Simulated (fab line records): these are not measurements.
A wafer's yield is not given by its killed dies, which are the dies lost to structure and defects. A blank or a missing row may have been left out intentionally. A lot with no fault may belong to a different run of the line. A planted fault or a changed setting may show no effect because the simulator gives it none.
fab line records	flow n5Finfet
record lots=24	wafers=72	lastDay=17
route steps=1938 shown BEOL_M10@1502 BEOL_M11@1536
lots untouched by any fault: they come from a run of this same line in which no faults occurred
startH: hours from the record's first day to the start of the lot's first wafer shown	waitH: hours elapsed since this lot's preceding step	" same as the row above	L1.1+2: a row that stands for several wafers	- no value, or no start was given	* or withheld: withheld	< > ~ a bound
route shown NAME@n: a module of which the file shows steps, and the number in the route of the first	usual: the fault-free wafers' mean and standard deviation	same: alike in all rows	chamber/n: place in a boat	sites: readings site by site	_std_site: how widely they spread, as a standard deviation	_edge_site: inner sites' mean taken away from outer sites' mean	radiusMm: for every site, how far away it sits from the centre of the wafer	mask NAME#n: copy n	behind: tool/chamber where the wafer was last shaped	hold: the reason the lot was held/the length of the hold in hours/how it ended	device: the transistor (n, p or np) that didn't switch	end of line: the same wafers' tests at the end of the route	for a step that has no rows: nothing shown but its recipe	killed: dies lost to structure and defects at the first sort, not the wafer's yield	map: per-die view of a wafer (x killed, . not killed, _ where there is no die)
set.NAME: the setting as run; set.NAME@STEP: as run at that earlier step	model.NAME: the simulator's own value behind a step, which no gauge read
one table for each step of the route and one row for each wafer, over a sample of lots
services: from which hour (startH, from the record's first day; less than 0 if before it) a tool's chamber was out of use, for how many hours, and why
## steps
# step N5_BEOL_M10_CD_MEAS_28
# recipe targetCdNm=70	landingEnergyEv=500	detector=seInlens	polarity=opening
# usual cdNm=70.3/1.2
lot.wafer	tool	chamber	startH	waitH	cdNm
L074.1	cdSem-03	0	209.64	-	69.9
L074.3	"	0	"	"	71.1
L074.5	"	0	"	"	69.2
L075.2	cdSem-01	0	216.96	-	70.9
L075.4	"	0	"	"	70.5
L075.6	"	0	"	"	70.0
L076.2	cdSem-01	0	222.95	-	69.4
L076.4	"	0	"	"	70.7
L076.6	"	0	"	"	71.0
L077.1	cdSem-02	0	232.01	-	70.4
L077.2	"	0	"	"	70.0
L077.6	"	0	"	"	68.7
L078.1	cdSem-01	0	232.35	-	69.2
L078.4	"	0	"	"	71.1
L078.6	"	0	"	"	70.6
L079.1	cdSem-02	0	245.50	-	70.5
L079.2	"	0	"	"	69.7
L079.3	"	0	"	"	70.2
L080.1	cdSem-02	0	251.51	-	69.4
L080.5	"	0	"	"	69.8
L080.6	"	0	"	"	69.0
L081.1	cdSem-01	0	261.88	-	70.3
L081.5	"	0	"	"	71.8
L081.6	"	0	"	"	71.3
L083.1	cdSem-03	0	271.50	-	71.0
L083.2	"	0	"	"	69.2
L083.5	"	0	"	"	70.6
L082.1	cdSem-02	0	272.00	-	70.9
L082.3	"	0	"	"	70.5
L082.5	"	0	"	"	70.9
L085.1	cdSem-01	0	278.56	-	69.5
L085.2	"	0	"	"	69.1
L085.6	"	0	"	"	69.5
L084.1	cdSem-02	0	280.72	-	72.0
L084.3	"	0	"	"	68.3
L084.4	"	0	"	"	70.3
L086.1	cdSem-02	0	293.43	-	69.5
L086.3	"	0	"	"	68.6
L086.5	"	0	"	"	69.1
L087.1	cdSem-02	0	295.83	-	70.3
L087.2	"	0	"	"	70.4
L087.3	"	0	"	"	69.8
L088.3	cdSem-03	0	296.23	-	70.8
L088.5	"	0	"	"	68.8
L088.6	"	0	"	"	67.9
L089.1	cdSem-01	0	297.59	-	70.5
L089.2	"	0	"	"	69.6
L089.5	"	0	"	"	70.4
L090.2	cdSem-01	0	313.12	-	70.0
L090.4	"	0	"	"	70.6
L090.6	"	0	"	"	71.3
L091.1	cdSem-01	0	317.38	-	69.9
L091.2	"	0	"	"	67.4
L091.6	"	0	"	"	70.2
L092.1	cdSem-03	0	321.59	-	72.1
L092.2	"	0	"	"	72.9
L092.3	"	0	"	"	69.4
L095.1	cdSem-03	0	342.20	-	72.3
L095.3	"	0	"	"	72.6
L095.6	"	0	"	"	72.9
L094.2	cdSem-01	0	344.88	-	69.5
L094.3	"	0	"	"	70.7
L094.5	"	0	"	"	72.1
L093.1	cdSem-03	0	345.05	-	72.2
L093.2	"	0	"	"	71.0
L093.3	"	0	"	"	70.7
L096.2	cdSem-01	0	353.49	-	71.9
L096.3	"	0	"	"	72.2
L096.6	"	0	"	"	69.7
L097.1	cdSem-03	0	358.09	-	70.8
L097.3	"	0	"	"	68.0
L097.6	"	0	"	"	69.1
# step N5_BEOL_M10_ETCH_66
# recipe chemistry=N2/H2	target=SOC	targetDepthA=1200	overetchA=240	maskMaterial=SiARC	tempC=40	timeS=180	ionEnergyEv=200	pressureMtorr=30	sourceW=840	biasW=150	n2FlowSccm=200	h2FlowSccm=200
# usual drypumpMotorCurrentA=5.7/0.42	n2FlowSccm=200.1/0.57	oesProductAu=0.65/0.074	rfFwdPowerW=836.9/2.8	rfVppV=524.5/2	showerheadPlenumPTorr=2.57/0.078	throttleValvePct=17.75/0.21
lot.wafer	tool	chamber	startH	waitH	drypumpMotorCurrentA	n2FlowSccm	oesProductAu	rfFwdPowerW	rfHoursCounterH	rfVppV	showerheadPlenumPTorr	throttleValvePct
L074.1	rieDiel-06	3	209.82	0.0	5.8	200.3	0.59	838.0	203	523.8	2.52	18.05
L074.3	"	2	"	"	6.1	200.2	0.59	835.0	178	526.8	2.67	17.67
L074.5	"	2	"	"	6.1	200.4	0.60	833.9	-	527.0	2.67	17.66
L075.2	rieDiel-05	2	217.13	0.0	6.3	200.0	0.65	831.7	112	526.2	2.67	17.74
L075.4	"	0	"	"	6.1	199.8	0.59	834.7	208	528.1	2.63	17.68
L075.6	"	1	"	"	5.2	200.0	0.80	833.7	-	525.1	2.61	17.65
L076.2	rieDiel-06	0	223.27	0.0	5.7	200.3	0.62	837.0	146	524.8	2.55	17.68
L076.4	"	3	"	"	5.8	200.5	0.58	836.0	208	525.5	2.52	18.09
L076.6	"	3	"	"	5.8	199.4	0.58	837.6	-	523.4	2.52	18.06
L077.1	rieDiel-04	1	232.33	0.0	5.1	201.0	0.56	834.2	253	526.6	2.59	18.15
L077.2	"	0	"	"	5.9	201.2	0.71	837.5	35	522.1	2.51	17.71
L077.6	"	3	"	"	5.4	201.0	0.73	835.0	-	522.5	2.47	17.40
L078.1	rieDiel-04	0	232.89	0.0	5.9	199.8	0.71	838.0	36	524.3	2.51	17.72
L078.4	"	0	"	"	5.9	199.6	0.71	836.8	-	521.8	2.51	17.71
L078.6	"	1	"	"	5.1	200.9	0.56	836.9	-	527.1	2.59	18.15
L079.1	rieDiel-05	1	249.20	0.0	5.2	200.3	0.76	832.1	17	525.1	2.60	17.66
L079.2	"	0	"	"	6.1	199.4	0.59	832.9	215	525.0	2.63	17.69
L079.3	"	2	"	"	6.3	200.0	0.64	839.9	121	527.4	2.67	17.76
L080.1	rieDiel-04	0	253.22	0.0	5.9	200.7	0.70	840.0	44	522.6	2.50	17.74
L080.5	"	2	"	"	4.8	199.4	0.78	833.3	-	526.0	2.60	17.83
L080.6	"	0	"	"	5.9	200.7	0.70	840.4	-	522.1	2.50	17.72
L081.1	rieDiel-04	0	262.89	0.0	5.9	200.7	0.70	839.6	48	521.8	2.50	17.74
L081.5	"	1	"	"	5.1	200.3	0.80	833.4	-	525.7	2.59	17.78
L081.6	"	0	"	"	6.0	199.5	0.69	839.1	-	523.0	2.50	17.75
L083.1	rieDiel-06	0	271.67	0.0	5.7	200.2	0.60	840.6	165	524.0	2.54	17.70
L083.2	"	2	"	"	6.2	200.6	0.59	837.4	201	526.9	2.66	17.71
L083.5	"	2	"	"	6.1	200.2	0.59	837.4	-	527.7	2.66	17.69
L082.1	rieDiel-06	0	272.17	0.0	5.7	199.2	0.60	839.0	165	522.9	2.54	17.72
L082.3	"	3	"	"	5.8	199.1	0.58	839.7	221	523.5	2.52	18.09
L082.5	"	3	"	"	5.8	199.9	0.58	837.3	-	522.3	2.52	18.09
L085.1	rieDiel-06	3	278.74	0.0	5.8	200.3	0.58	838.3	225	522.4	2.51	18.09
L085.2	"	0	"	"	5.7	200.6	0.60	836.9	169	523.6	2.54	17.71
L085.6	"	0	"	"	5.7	200.3	0.60	839.1	-	523.6	2.54	17.72
L084.1	rieDiel-05	0	280.90	0.0	6.1	199.8	0.58	834.3	227	526.3	2.62	17.69
L084.3	"	3	"	"	5.6	200.8	0.69	837.9	47	527.3	2.72	17.86
L084.4	"	2	"	"	6.3	201.3	0.63	833.8	133	526.4	2.66	17.78
L086.1	rieDiel-06	2	293.72	0.0	6.1	200.3	0.58	830.1	211	526.2	2.66	17.71
L086.3	"	3	"	"	5.8	200.7	0.56	836.7	230	522.7	2.51	18.11
L086.5	"	1	"	"	6.2	200.6	0.79	835.1	-	524.0	2.47	17.32
L087.1	rieDiel-04	0	296.00	0.0	5.9	200.3	0.68	836.0	62	521.6	2.49	17.76
L087.2	"	1	"	"	5.1	200.1	0.75	834.7	16	525.2	2.58	17.82
L087.3	"	2	"	"	4.8	201.4	0.74	835.7	21	524.9	2.59	17.84
L088.3	rieDiel-06	2	296.51	0.0	6.1	199.8	0.58	843.1	212	525.8	2.66	17.73
L088.5	"	0	"	"	5.7	199.4	0.60	838.4	-	524.3	2.54	17.76
L088.6	"	1	"	"	6.2	200.2	0.79	835.1	-	522.1	2.47	17.31
L089.1	rieDiel-06	0	297.76	0.0	5.7	200.6	0.60	842.8	177	523.4	2.54	17.73
L089.2	"	3	"	"	5.8	199.8	0.57	840.7	232	522.1	2.51	18.09
L089.5	"	2	"	"	6.1	199.9	0.58	834.2	-	526.5	2.66	17.71
L090.2	rieDiel-04	2	313.29	0.0	4.8	198.9	0.74	833.6	27	524.3	2.59	17.86
L090.4	"	1	"	"	5.1	200.1	0.74	837.2	22	524.5	2.58	17.83
L090.6	"	3	"	"	5.4	199.1	0.69	836.5	-	521.4	2.46	17.45
L091.1	rieDiel-05	0	317.55	0.0	6.1	199.6	0.58	835.9	240	525.0	2.62	17.72
L091.2	"	1	"	"	5.2	199.6	0.72	834.9	41	525.4	2.59	17.71
L091.6	"	1	"	"	5.2	200.1	0.73	831.2	-	525.3	2.59	17.72
L092.1	rieDiel-05	1	321.76	0.0	5.2	200.0	0.73	835.7	43	526.0	2.59	17.69
L092.2	"	2	"	"	6.3	199.5	0.62	837.3	148	525.7	2.66	17.82
L092.3	"	0	"	"	6.1	200.1	0.57	839.1	241	526.6	2.62	17.71
L095.1	rieDiel-06	0	342.42	0.0	5.7	199.7	0.59	838.9	190	522.9	2.53	17.76
L095.3	"	1	"	"	6.1	199.7	0.75	833.5	23	522.3	2.46	17.35
L095.6	"	0	"	"	5.7	200.4	0.58	835.4	-	522.3	2.53	17.78
L094.2	rieDiel-04	2	345.05	0.0	4.9	200.8	0.72	837.4	37	525.3	2.59	17.87
L094.3	"	0	"	"	5.9	201.3	0.66	840.2	78	520.6	2.49	17.80
L094.5	"	3	"	"	5.4	199.9	0.68	836.4	-	522.7	2.45	17.47
L093.1	rieDiel-04	3	346.25	0.0	5.4	200.3	0.67	837.0	64	521.8	2.45	17.47
L093.2	"	1	"	"	5.1	200.9	0.73	838.9	29	525.8	2.58	17.84
L093.3	"	2	"	"	4.8	199.8	0.72	838.8	38	525.5	2.59	17.87
L096.2	rieDiel-06	3	353.83	0.0	5.8	199.5	0.56	838.9	249	522.1	2.50	18.14
L096.3	"	2	"	"	6.1	201.2	0.58	838.3	231	525.0	2.65	17.74
L096.6	"	3	"	"	5.8	200.1	0.56	843.3	-	522.9	2.50	18.14
L097.1	rieDiel-05	2	358.26	0.0	6.3	199.9	0.61	838.9	161	526.7	2.65	17.82
L097.3	"	1	"	"	5.2	200.4	0.71	838.9	59	524.9	2.59	17.74
L097.6	"	2	"	"	6.3	199.3	0.61	837.9	-	527.0	2.65	17.83
# step N5_BEOL_M10_SURFACE_TREAT_76
# recipe gas=Ar	timeS=*	ionEnergyEv=*	ionCurrentMaCm2=0.5	pressureMtorr=*	arFlowSccm=30
# usual throttleValvePct=*
lot.wafer	tool	chamber	startH	waitH	throttleValvePct
L074.1	pvdSputter-02	-	211.63	0.3	*
L074.3	"	-	"	"	*
L074.5	"	-	"	"	*
L075.2	pvdSputter-03	-	220.18	0.2	*
L075.4	"	-	"	"	*
L075.6	"	-	"	"	*
L076.2	pvdSputter-01	-	224.81	0.2	*
L076.4	"	-	"	"	*
L076.6	"	-	"	"	*
L077.1	pvdSputter-02	-	234.24	0.4	*
L077.2	"	-	"	"	*
L077.6	"	-	"	"	*
L078.1	pvdSputter-03	-	235.67	1.4	*
L078.4	"	-	"	"	*
L078.6	"	-	"	"	*
L079.1	pvdSputter-02	-	250.50	0.2	*
L079.2	"	-	"	"	*
L079.3	"	-	"	"	*
L080.1	pvdSputter-03	-	257.61	2.7	*
L080.5	"	-	"	"	*
L080.6	"	-	"	"	*
L081.1	pvdSputter-01	-	266.13	0.2	*
L081.5	"	-	"	"	*
L081.6	"	-	"	"	*
L083.1	pvdSputter-02	-	273.55	0.2	*
L083.2	"	-	"	"	*
L083.5	"	-	"	"	*
L082.1	pvdSputter-02	-	273.84	0.2	*
L082.3	"	-	"	"	*
L082.5	"	-	"	"	*
L085.1	pvdSputter-03	-	280.42	0.2	*
L085.2	"	-	"	"	*
L085.6	"	-	"	"	*
L084.1	pvdSputter-02	-	282.92	0.2	*
L084.3	"	-	"	"	*
L084.4	"	-	"	"	*
L086.1	pvdSputter-02	-	295.19	0.2	*
L086.3	"	-	"	"	*
L086.5	"	-	"	"	*
L087.1	pvdSputter-03	-	297.33	0.2	*
L087.2	"	-	"	"	*
L087.3	"	-	"	"	*
L088.3	pvdSputter-02	-	300.02	1.8	*
L088.5	"	-	"	"	*
L088.6	"	-	"	"	*
L089.1	pvdSputter-02	-	300.94	0.2	*
L089.2	"	-	"	"	*
L089.5	"	-	"	"	*
L090.2	pvdSputter-01	-	314.66	0.2	*
L090.4	"	-	"	"	*
L090.6	"	-	"	"	*
L091.1	pvdSputter-02	-	319.43	0.2	*
L091.2	"	-	"	"	*
L091.6	"	-	"	"	*
L092.1	pvdSputter-03	-	323.83	0.4	*
L092.2	"	-	"	"	*
L092.3	"	-	"	"	*
L095.1	pvdSputter-01	-	345.38	1.5	*
L095.3	"	-	"	"	*
L095.6	"	-	"	"	*
L094.2	pvdSputter-03	-	346.50	0.2	*
L094.3	"	-	"	"	*
L094.5	"	-	"	"	*
L093.1	pvdSputter-02	-	349.12	0.2	*
L093.2	"	-	"	"	*
L093.3	"	-	"	"	*
L096.2	pvdSputter-03	-	356.48	0.2	*
L096.3	"	-	"	"	*
L096.6	"	-	"	"	*
L097.1	pvdSputter-01	-	359.75	0.2	*
L097.3	"	-	"	"	*
L097.6	"	-	"	"	*
# step N5_BEOL_M10_SPUTTER_48
# recipe material=Cu	targetThkA=120	tempC=-20	biasV=60	powerW=26000	chamberPressurePa=0.13	timeS=2
# usual cathodeDcPowerW=26000/4.9	throttleValvePct=29.8/0.77
lot.wafer	tool	chamber	startH	waitH	cathodeDcPowerW	throttleValvePct
L074.1	pvdSputter-02	-	211.83	0.1	25998	29.7
L074.3	"	-	"	"	26006	29.6
L074.5	"	-	"	"	25998	31.0
L075.2	pvdSputter-03	-	220.36	0.1	26000	30.1
L075.4	"	-	"	"	26006	31.1
L075.6	"	-	"	"	26011	29.9
L076.2	pvdSputter-02	-	225.00	0.1	26007	28.3
L076.4	"	-	"	"	26000	29.5
L076.6	"	-	"	"	26005	29.7
L077.1	pvdSputter-03	-	235.71	1.2	26003	29.0
L077.2	"	-	"	"	26007	30.2
L077.6	"	-	"	"	26002	29.9
L078.1	pvdSputter-03	-	236.31	0.5	25999	30.3
L078.4	"	-	"	"	25997	29.2
L078.6	"	-	"	"	25997	29.9
L079.1	pvdSputter-03	-	250.73	0.1	25997	30.1
L079.2	"	-	"	"	25995	30.1
L079.3	"	-	"	"	26005	31.0
L080.1	pvdSputter-02	-	258.46	0.5	26009	28.6
L080.5	"	-	"	"	26006	29.6
L080.6	"	-	"	"	26001	31.0
L081.1	pvdSputter-01	-	266.37	0.1	25997	29.7
L081.5	"	-	"	"	26005	29.9
L081.6	"	-	"	"	26001	29.6
L083.1	pvdSputter-02	-	273.72	0.1	25990	28.5
L083.2	"	-	"	"	25995	29.5
L083.5	"	-	"	"	25991	28.6
L082.1	pvdSputter-02	-	274.08	0.1	26001	29.7
L082.3	"	-	"	"	26011	31.1
L082.5	"	-	"	"	26000	29.5
L085.1	pvdSputter-01	-	280.63	0.1	25995	29.5
L085.2	"	-	"	"	26004	29.3
L085.6	"	-	"	"	25998	29.1
L084.1	pvdSputter-03	-	283.34	0.3	26000	30.2
L084.3	"	-	"	"	25996	30.0
L084.4	"	-	"	"	26006	31.1
L086.1	pvdSputter-03	-	295.43	0.1	26006	29.0
L086.3	"	-	"	"	26003	30.3
L086.5	"	-	"	"	25997	30.1
L087.1	pvdSputter-02	-	297.76	0.3	25998	29.8
L087.2	"	-	"	"	25999	29.5
L087.3	"	-	"	"	26003	28.6
L088.3	pvdSputter-02	-	300.28	0.2	26005	29.7
L088.5	"	-	"	"	26005	29.8
L088.6	"	-	"	"	26001	30.9
L089.1	pvdSputter-02	-	301.48	0.3	26002	29.8
L089.2	"	-	"	"	25999	28.6
L089.5	"	-	"	"	25999	29.9
L090.2	pvdSputter-03	-	316.71	1.9	26003	28.7
L090.4	"	-	"	"	26000	30.1
L090.6	"	-	"	"	26001	30.1
L091.1	pvdSputter-02	-	319.85	0.3	26009	29.3
L091.2	"	-	"	"	25999	30.8
L091.6	"	-	"	"	25998	29.5
L092.1	pvdSputter-03	-	324.05	0.1	26005	30.2
L092.2	"	-	"	"	25996	31.1
L092.3	"	-	"	"	26002	29.0
L095.1	pvdSputter-02	-	345.66	0.2	25996	28.5
L095.3	"	-	"	"	25995	29.5
L095.6	"	-	"	"	25995	30.9
L094.2	pvdSputter-03	-	346.74	0.1	26007	30.8
L094.3	"	-	"	"	26013	29.2
L094.5	"	-	"	"	26004	30.3
L093.1	pvdSputter-02	-	349.34	0.1	25998	29.3
L093.2	"	-	"	"	26000	30.9
L093.3	"	-	"	"	25999	29.8
L096.2	pvdSputter-01	-	356.83	0.2	26001	29.6
L096.3	"	-	"	"	25996	30.5
L096.6	"	-	"	"	26004	29.1
L097.1	pvdSputter-01	-	359.99	0.1	26000	30.2
L097.3	"	-	"	"	25999	29.5
L097.6	"	-	"	"	26001	29.2
# step N5_BEOL_M11_ILD_DEP_00
# recipe material=SiCOH_lowk	targetThkA=3085.1	tempC=300	precursor=DEMS/porogen	pressureTorr=5	rfW=500	timeS=58
# usual heaterPowerOuterW=147/24	heaterPowerW=315/33	rfFwdPowerW=496.3/1.9	showerheadPlenumPTorr=5.744/0.018	throttleValvePct=13.7/0.77
lot.wafer	tool	chamber	startH	waitH	heaterPowerOuterW	heaterPowerW	rfFwdPowerW	showerheadPlenumPTorr	throttleValvePct
L074.1	pecvd-03	0	212.88	0.0	147	309	494.6	5.756	14.0
L074.3	"	1	"	"	126	258	492.5	5.732	13.4
L074.5	"	0	"	"	150	316	494.7	5.738	13.9
L075.2	pecvd-04	1	221.38	0.0	167	371	497.1	5.768	14.6
L075.4	"	1	"	"	175	378	496.4	5.770	14.1
L075.6	"	2	"	"	124	300	497.5	5.728	12.1
L076.2	pecvd-03	0	226.18	0.0	142	298	494.8	5.729	14.1
L076.4	"	2	"	"	171	362	496.1	5.721	13.6
L076.6	"	0	"	"	149	314	494.5	5.724	13.8
L077.1	pecvd-04	2	236.74	0.0	171	366	499.5	5.735	12.5
L077.2	"	1	"	"	144	333	496.8	5.765	14.4
L077.6	"	0	"	"	138	306	496.7	5.764	13.2
L078.1	pecvd-03	0	237.48	0.0	122	278	496.6	5.719	13.8
L078.4	"	1	"	"	150	292	495.5	5.740	13.4
L078.6	"	2	"	"	170	356	497.0	5.735	13.5
L079.1	pecvd-02	1	251.74	0.0	137	289	495.6	5.768	14.1
L079.2	"	2	"	"	126	295	499.3	5.752	13.5
L079.3	"	0	"	"	126	295	497.5	5.738	15.3
L080.1	pecvd-04	2	259.59	0.0	159	346	499.3	5.748	12.0
L080.5	"	2	"	"	167	361	498.5	5.731	12.2
L080.6	"	1	"	"	154	348	498.4	5.762	14.5
L081.1	pecvd-03	2	267.39	0.0	162	342	498.0	5.728	13.7
L081.5	"	0	"	"	156	318	494.3	5.732	13.9
L081.6	"	1	"	"	172	326	495.0	5.730	13.6
L083.1	pecvd-03	0	274.74	0.0	178	332	496.3	5.735	13.7
L083.2	"	1	"	"	123	264	498.5	5.731	13.7
L083.5	"	2	"	"	155	343	497.6	5.731	13.5
L082.1	pecvd-02	2	275.29	0.0	115	280	497.7	5.739	13.8
L082.3	"	0	"	"	122	282	494.7	5.736	15.2
L082.5	"	0	"	"	127	296	494.6	5.735	15.3
L085.1	pecvd-02	0	281.93	0.0	129	295	495.1	5.727	15.2
L085.2	"	1	"	"	173	337	499.2	5.767	14.1
L085.6	"	0	"	"	76	227	493.2	5.744	15.3
L084.1	pecvd-04	2	284.36	0.0	163	352	497.6	5.733	12.2
L084.3	"	1	"	"	125	308	494.8	5.778	14.5
L084.4	"	0	"	"	123	276	497.9	5.773	13.1
L086.1	pecvd-04	1	296.96	0.0	133	314	496.0	5.778	14.6
L086.3	"	0	"	"	103	258	498.4	5.762	13.1
L086.5	"	1	"	"	140	326	495.4	5.770	14.3
L087.1	pecvd-04	2	298.85	0.0	140	316	497.7	5.758	12.2
L087.2	"	1	"	"	170	371	498.0	5.779	14.6
L087.3	"	0	"	"	152	315	497.0	5.746	12.9
L088.3	pecvd-03	0	301.31	0.0	161	324	495.2	5.721	13.8
L088.5	"	1	"	"	140	281	494.0	5.729	13.5
L088.6	"	2	"	"	191	383	493.5	5.731	13.5
L089.1	pecvd-03	2	302.74	0.0	146	324	496.7	5.726	13.8
L089.2	"	0	"	"	145	296	496.1	5.731	13.7
L089.5	"	1	"	"	145	279	492.4	5.724	13.5
L090.2	pecvd-02	1	318.02	0.0	162	310	498.1	5.758	13.8
L090.4	"	1	"	"	168	324	496.6	5.743	14.0
L090.6	"	0	"	"	119	298	494.2	5.743	14.9
L091.1	pecvd-04	1	321.62	0.0	148	344	495.8	5.778	14.5
L091.2	"	0	"	"	148	319	497.0	5.776	13.3
L091.6	"	0	"	"	98	260	496.7	5.753	13.2
L092.1	pecvd-02	0	325.07	0.0	82	232	494.1	5.738	15.0
L092.2	"	1	"	"	166	322	497.3	5.752	13.9
L092.3	"	0	"	"	88	249	494.9	5.740	15.1
L095.1	pecvd-03	2	347.05	0.0	174	361	493.7	5.741	13.5
L095.3	"	0	"	"	150	300	495.6	5.715	13.6
L095.6	"	1	"	"	174	329	493.1	5.735	13.4
L094.2	pecvd-02	1	348.78	0.0	165	318	495.7	5.765	13.9
L094.3	"	0	"	"	111	278	493.6	5.739	15.4
L094.5	"	0	"	"	114	285	495.5	5.750	15.3
L093.1	pecvd-03	1	350.66	0.0	166	307	496.3	5.724	13.8
L093.2	"	2	"	"	136	315	497.5	5.747	13.9
L093.3	"	0	"	"	142	298	493.9	5.716	13.7
L096.2	pecvd-03	2	359.23	0.0	148	333	497.6	5.756	13.7
L096.3	"	0	"	"	131	284	494.1	5.706	13.6
L096.6	"	0	"	"	137	288	494.5	5.723	13.7
L097.1	pecvd-04	0	361.27	0.0	146	314	498.0	5.756	13.2
L097.3	"	1	"	"	176	382	497.3	5.774	14.3
L097.6	"	1	"	"	116	298	496.5	5.780	14.4
# step N5_BEOL_M11_CD_MEAS_18
# recipe pitchNm=140	targetCdNm=70
# usual cdNm=69.8/0.8
lot.wafer	tool	chamber	startH	waitH	cdNm
L074.1	cdSem-03	-	216.03	0.0	70.3
L074.3	"	-	"	"	69.3
L074.5	"	-	"	"	69.8
L075.2	cdSem-01	-	223.60	0.1	68.0
L075.4	"	-	"	"	69.0
L075.6	"	-	"	"	68.6
L076.2	cdSem-03	-	228.80	0.1	69.0
L076.4	"	-	"	"	69.6
L076.6	"	-	"	"	68.9
L077.1	cdSem-03	-	240.95	0.0	70.7
L077.2	"	-	"	"	70.0
L077.6	"	-	"	"	71.0
L078.1	cdSem-03	-	241.72	0.0	71.2
L078.4	"	-	"	"	71.0
L078.6	"	-	"	"	70.3
L079.1	cdSem-01	-	253.95	0.0	70.8
L079.2	"	-	"	"	71.4
L079.3	"	-	"	"	69.7
L080.1	cdSem-01	-	263.96	0.0	68.5
L080.5	"	-	"	"	67.7
L080.6	"	-	"	"	68.7
L081.1	cdSem-03	-	270.64	0.0	69.6
L081.5	"	-	"	"	69.6
L081.6	"	-	"	"	70.5
L083.1	cdSem-02	-	276.98	0.0	70.3
L083.2	"	-	"	"	69.4
L083.5	"	-	"	"	70.6
L082.1	cdSem-02	-	277.49	0.0	69.3
L082.3	"	-	"	"	70.0
L082.5	"	-	"	"	69.5
L085.1	cdSem-01	-	284.50	0.0	69.6
L085.2	"	-	"	"	70.3
L085.6	"	-	"	"	69.6
L084.1	cdSem-01	-	287.66	0.0	70.7
L084.3	"	-	"	"	70.7
L084.4	"	-	"	"	70.8
L086.1	cdSem-02	-	301.33	0.0	70.2
L086.3	"	-	"	"	69.4
L086.5	"	-	"	"	69.8
L087.1	cdSem-02	-	301.77	0.0	68.7
L087.2	"	-	"	"	68.4
L087.3	"	-	"	"	69.3
L088.3	cdSem-01	-	303.06	0.1	69.5
L088.5	"	-	"	"	70.9
L088.6	"	-	"	"	69.9
L089.1	cdSem-01	-	306.18	0.0	69.7
L089.2	"	-	"	"	70.2
L089.5	"	-	"	"	70.0
L090.2	cdSem-01	-	320.23	0.1	69.8
L090.4	"	-	"	"	70.0
L090.6	"	-	"	"	70.1
L091.1	cdSem-01	-	323.57	0.0	69.7
L091.2	"	-	"	"	71.0
L091.6	"	-	"	"	70.0
L092.1	cdSem-03	-	327.31	0.0	69.5
L092.2	"	-	"	"	69.1
L092.3	"	-	"	"	70.4
L095.1	cdSem-01	-	350.04	0.0	68.5
L095.3	"	-	"	"	70.6
L095.6	"	-	"	"	70.3
L094.2	cdSem-01	-	350.51	0.1	69.5
L094.3	"	-	"	"	69.4
L094.5	"	-	"	"	70.4
L093.1	cdSem-03	-	353.02	0.0	69.6
L093.2	"	-	"	"	69.8
L093.3	"	-	"	"	70.3
L096.2	cdSem-03	-	364.77	0.1	69.2
L096.3	"	-	"	"	70.1
L096.6	"	-	"	"	70.5
L097.1	cdSem-03	-	364.91	0.1	69.0
L097.3	"	-	"	"	70.2
L097.6	"	-	"	"	70.2
## services
tool	chamber	startH	hours	kind
rieDiel-06	0	207.22	4.4	repair
pecvd-04	1	209.48	10.2	repair
rieDiel-04	2	217.90	5.7	repair
pecvd-03	-	221.28	2.8	pm
rieDiel-04	2	223.62	-	clean
rieDiel-04	2	223.62	-	consumableReplace:focusRing
pecvd-02	-	225.45	14.6	pm
rieDiel-05	0	230.90	5.1	repair
rieDiel-06	3	245.02	16.7	repair
pvdSputter-01	-	252.79	1.5	repair
pecvd-04	1	256.77	2.0	repair
rieDiel-06	1	261.75	-	clean
rieDiel-06	1	261.75	-	consumableReplace:focusRing
rieDiel-06	1	261.75	17.4	scheduledDown
rieDiel-06	1	261.75	17.4	ventCycle
pecvd-04	-	288.42	0.8	repair
rieDiel-06	2	302.78	3.3	repair
pecvd-02	2	305.69	20.6	repair
rieDiel-04	3	307.04	5.2	repair
rieDiel-04	1	324.53	5.2	repair
pecvd-03	1	333.33	3.7	repair
rieDiel-05	2	336.31	4.8	repair
rieDiel-06	3	356.76	-	clean
rieDiel-06	3	356.76	-	consumableReplace:focusRing
## key
fault none
